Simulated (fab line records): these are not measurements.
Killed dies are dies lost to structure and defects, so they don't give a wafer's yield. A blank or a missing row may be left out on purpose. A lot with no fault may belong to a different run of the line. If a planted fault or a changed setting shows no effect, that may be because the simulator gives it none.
Comparing a struck lot with a sound one ; flow n5 finfet ; 22 out of 1938 route steps
Sound: wafers L839.2, L839.3, L839.6. The struck wafers were L834.2, L834.3, L834.4. At the end, the cause is stated.
Order at every step that has rows: each side's tool, ch and its chambers, its first start. Under that, the readings that differ: sound wafers ; struck wafers ; difference of the means ; sigmas: that difference in standard deviations of wafers without a fault.
alike: readings whose means differ by less than 2 such deviations, and words and numbers that are the same on both sides. not compared: withheld readings, readings that some wafer has no value for, bounds like >300 that may hide the same value, and numbers for which the record gives no deviation and whose values overlap.
Wherever a step has rows on one side only, a row that says differs or no value, or a row with sigmas, the two part there. Non-overlapping numbers with no deviation appear without sigmas and do not part them. A reading that every wafer of one side lacks parts them only if that side has two wafers or more.

first, 8 steps without rows for these wafers: N5_BEOL_M10_DEVELOP_10 (develop time 30 s); N5_BEOL_M10_DESCUM_16 (chemistry O2, time 7.9 s); N5_BEOL_M10_ETCH_61 (etches SiARC in CF4, target depth 39 nm, time 65 s); N5_BEOL_M10_ETCH_62 (etches SOC in N2/H2, target depth 110 nm, overetch 22 nm, time 165 s); N5_BEOL_M10_STRIP_68 (strips in N2/H2); N5_BEOL_M10_STRIP_67 (strips in CF4); N5_BEOL_M10_HM_OPEN_17 (chemistry Cl2/BCl3, target TiN, target depth 20 nm, overetch 6 nm); N5_BEOL_M10_STRIP_19 (strips in O2).
N5_BEOL_M10_COAT_63: time 60 s, resist thk 100 nm.
  sound on litho track-01 ch 0, day 16 10:28; struck on litho track-02 ch 0, day 14 19:43
reading;sound;struck;difference;sigmas
spin speed rpm (rpm);1499.9 1499.8 1499.5;1464.5 1463.9 1464.0;-35.6;-32
model.SOC_of_BEOL_M10_COAT_63.thk nm (nm);100.4 100.4 100.4;101.6 101 101.2;+0.9;
  alike: chill plate temp C, resist line temp C
then, 9 steps without rows for these wafers: N5_BEOL_M10_COAT_64 (time 60 s, resist thk 30 nm); N5_BEOL_M10_COAT_22 (resist thk 90 nm); N5_BEOL_M10_EBR_24; N5_BEOL_M10_SOFTBAKE_23 (time 60 s); N5_BEOL_M10_EXPOSE_25 (exposes mask V9); N5_BEOL_M10_PEB_26 (peb time 60 s); N5_BEOL_M10_DEVELOP_27 (develop time 30 s); N5_BEOL_M10_DESCUM_33 (chemistry O2, time 7.9 s); N5_BEOL_M10_ETCH_65 (etches SiARC in CF4, target depth 39 nm, time 65 s).
N5_BEOL_M10_ETCH_66: etches SOC in N2/H2, target depth 120 nm, overetch 24 nm, time 180 s.
  sound on rie diel-04 ch 0,3, day 16 11:01; struck on rie diel-04 ch 0,1,3, day 14 20:16
reading;sound;struck;difference;sigmas
model.etch.depth nm (nm);100.4 100.4 100.4;101.5 101.1 101.2;+0.9;
  alike: drypump motor current A, oes product au, rf vpp V, showerhead plenum p Torr, throttle valve pct
  not compared: rf hours counter h
then, 1 step without rows for these wafers: N5_BEOL_M10_STRIP_69 (strips in N2/H2).
N5_BEOL_M10_VIA_ETCH_34: etches SiCOH lowk in C4F6/O2, target depth 184.5 nm, time 69.2 s.
  sound on rie diel-04 ch 0,3, day 16 11:08; struck on rie diel-04 ch 0,1,3, day 14 20:23
reading;sound;struck;difference;sigmas
model.SOC_of_BEOL_M10_COAT_63.thk nm (nm);92.4 92.4 92.2;93.6 93 93.2;+0.9;
  alike: drypump motor current A, mfc ar sccm, oes product au, rf vpp V, showerhead plenum p Torr, throttle valve pct
  not compared: rf hours counter h
then, 1 step without rows for these wafers: N5_BEOL_M10_STRIP_73 (strips in C4F6/O2).

WHERE THEY PART
N5_BEOL_M10_COAT_63 only, going by this record. Later steps at which nothing parts them and some readings are alike: N5_BEOL_M10_ETCH_66, N5_BEOL_M10_VIA_ETCH_34.

WHY: what had been put in by the simulator
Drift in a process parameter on litho track-02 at N5_BEOL_M10_COAT_63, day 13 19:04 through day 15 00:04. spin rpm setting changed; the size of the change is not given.
